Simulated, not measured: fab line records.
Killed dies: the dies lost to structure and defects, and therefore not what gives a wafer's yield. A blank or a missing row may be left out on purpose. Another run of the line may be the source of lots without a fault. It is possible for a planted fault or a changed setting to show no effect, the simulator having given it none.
Split-lot experiment | flow n5_finfet | 39 wafers read from 7 lots, route of 1938 steps

## THE SPLIT
At N5_PASSIVATION_PECVD_35 (deposits SiNx from SiH4/NH3/N2, target thk 700 nm, time 151.3 s), the setting time_s was moved away from the recipe's 151.3 s on 12 of the 39 wafers read, by -55.1% to -25.4%. The other wafers ran this setting at the recipe's value.

Reading taken at the split's own step.

## THE READING
SiNx_of_PASSIVATION_PECVD_35.thk_nm (the simulator's own value, which no gauge read), in nm, at N5_PASSIVATION_PECVD_35 (deposits SiNx from SiH4/NH3/N2, target thk 700 nm, time 151.3 s). The file gives no usual value for it. The 27 wafers here that ran the recipe average 696.2 nm, standard deviation 9.2 nm.

wafer  | tool, chamber at the split | time_s as run, s | against the recipe | SiNx_of_PASSIVATION_PECVD_35.thk_nm, nm | against lot-mates on the recipe
L077.1 | pecvd-01, 0                | 151.3            | recipe             | 689.6                                   | -
L077.2 | pecvd-01, 2                | 151.3            | recipe             | 690.6                                   | -
L077.3 | pecvd-01, 1                | 151.3            | recipe             | 696.8                                   | -
L077.4 | pecvd-01, 2                | 151.3            | recipe             | 704.8                                   | -
L077.5 | pecvd-01, 0                | 151.3            | recipe             | 692                                     | -
L077.6 | pecvd-01, 1                | 151.3            | recipe             | 706.4                                   | -
L080.3 | pecvd-01, 1                | 151.3            | recipe             | 695.8                                   | -
L080.4 | pecvd-01, 2                | 151.3            | recipe             | 709.8                                   | -
L080.5 | pecvd-01, 0                | 151.3            | recipe             | 691                                     | -
L083.1 | pecvd-01, 1                | 151.3            | recipe             | 681.6                                   | -
L083.2 | pecvd-01, 2                | 92.63            | -38.8%             | 420.4                                   | -267.9
L083.3 | pecvd-01, 0                | 151.3            | recipe             | 685.2                                   | -
L083.4 | pecvd-01, 0                | 92.63            | -38.8%             | 419.2                                   | -269.1
L083.5 | pecvd-01, 1                | 92.63            | -38.8%             | 426                                     | -262.3
L083.6 | pecvd-01, 2                | 151.3            | recipe             | 698.2                                   | -
L082.1 | pecvd-01, 1                | 151.3            | recipe             | 694.2                                   | -
L082.2 | pecvd-01, 2                | 99.34            | -34.3%             | 453                                     | -235.5
L082.3 | pecvd-01, 0                | 151.3            | recipe             | 673.4                                   | -
L082.4 | pecvd-01, 2                | 99.34            | -34.3%             | 456.8                                   | -231.7
L082.5 | pecvd-01, 1                | 151.3            | recipe             | 697.8                                   | -
L082.6 | pecvd-01, 0                | 99.34            | -34.3%             | 452                                     | -236.5
L084.1 | pecvd-01, 1                | 151.3            | recipe             | 695.8                                   | -
L084.2 | pecvd-01, 0                | 112.9            | -25.4%             | 502.8                                   | -191.9
L084.3 | pecvd-01, 2                | 151.3            | recipe             | 685.2                                   | -
L084.4 | pecvd-01, 0                | 112.9            | -25.4%             | 507.6                                   | -187.1
L084.5 | pecvd-01, 1                | 151.3            | recipe             | 703.2                                   | -
L084.6 | pecvd-01, 2                | 112.9            | -25.4%             | 516.2                                   | -178.5
L085.1 | pecvd-01, 0                | 151.3            | recipe             | 697.8                                   | -
L085.2 | pecvd-01, 1                | 151.3            | recipe             | 711.4                                   | -
L085.3 | pecvd-01, 2                | 151.3            | recipe             | 691.4                                   | -
L085.4 | pecvd-01, 1                | 151.3            | recipe             | 714.2                                   | -
L085.5 | pecvd-01, 0                | 151.3            | recipe             | 698.4                                   | -
L085.6 | pecvd-01, 2                | 151.3            | recipe             | 705.8                                   | -
L097.1 | pecvd-01, 0                | 67.87            | -55.1%             | 303.8                                   | -392.2
L097.2 | pecvd-01, 2                | 151.3            | recipe             | 688.6                                   | -
L097.3 | pecvd-01, 1                | 151.3            | recipe             | 697.6                                   | -
L097.4 | pecvd-01, 2                | 67.87            | -55.1%             | 306.2                                   | -389.8
L097.5 | pecvd-01, 0                | 67.87            | -55.1%             | 308.6                                   | -387.4
L097.6 | pecvd-01, 1                | 151.3            | recipe             | 701.8                                   | -

FIT RESULTS
A straight line over all 39 wafers: SiNx_of_PASSIVATION_PECVD_35.thk_nm changes by +7.09 nm for each +1% of time_s; r = +1.00; the points scatter about the line by 8.4 nm.
The same after taking each lot's own level away (the mean of its wafers on the recipe; 39 wafers): +7 nm for each +1%; r = +1.00; scatter 7.7 nm.
Per that fit: largest time_s move, reading shift of 3.9e+02 nm.
Measured against the standard deviation above, the lots' own levels, which go from 688.33 to 703.17 nm, span 1.6 times it.
Consequently the slope shifts little with the lot-to-lot level, the two slopes agreeing.
Check: -385 nm against its lot-mates is what the line predicts for one of the wafers moved furthest among these (-55.1%) when that wafer is left out of the fit. Against them it came out at -392 nm.

## THESE WAFERS: OTHER SPLITS
Before the reading, these wafers also passed through other splits. Each is held against what the fit with the lots' levels taken away leaves over:
other split on the same wafers             | wafers away from the commonest value | r with SiNx_of_PASSIVATION_PECVD_35.thk_nm (lot level and that fit taken away)
N5_BEOL_M13_TRENCH_ETCH_34 time_s          | 9                                    | +0.12
N5_MIM_TOP_LITHO_DEVELOP_07 develop_time_s | 15                                   | +0.01

## THE FILE'S OWN FIT
SiNx_of_PASSIVATION_PECVD_35.thk_nm changes by +7 nm for each +1% of time_s, r = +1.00.
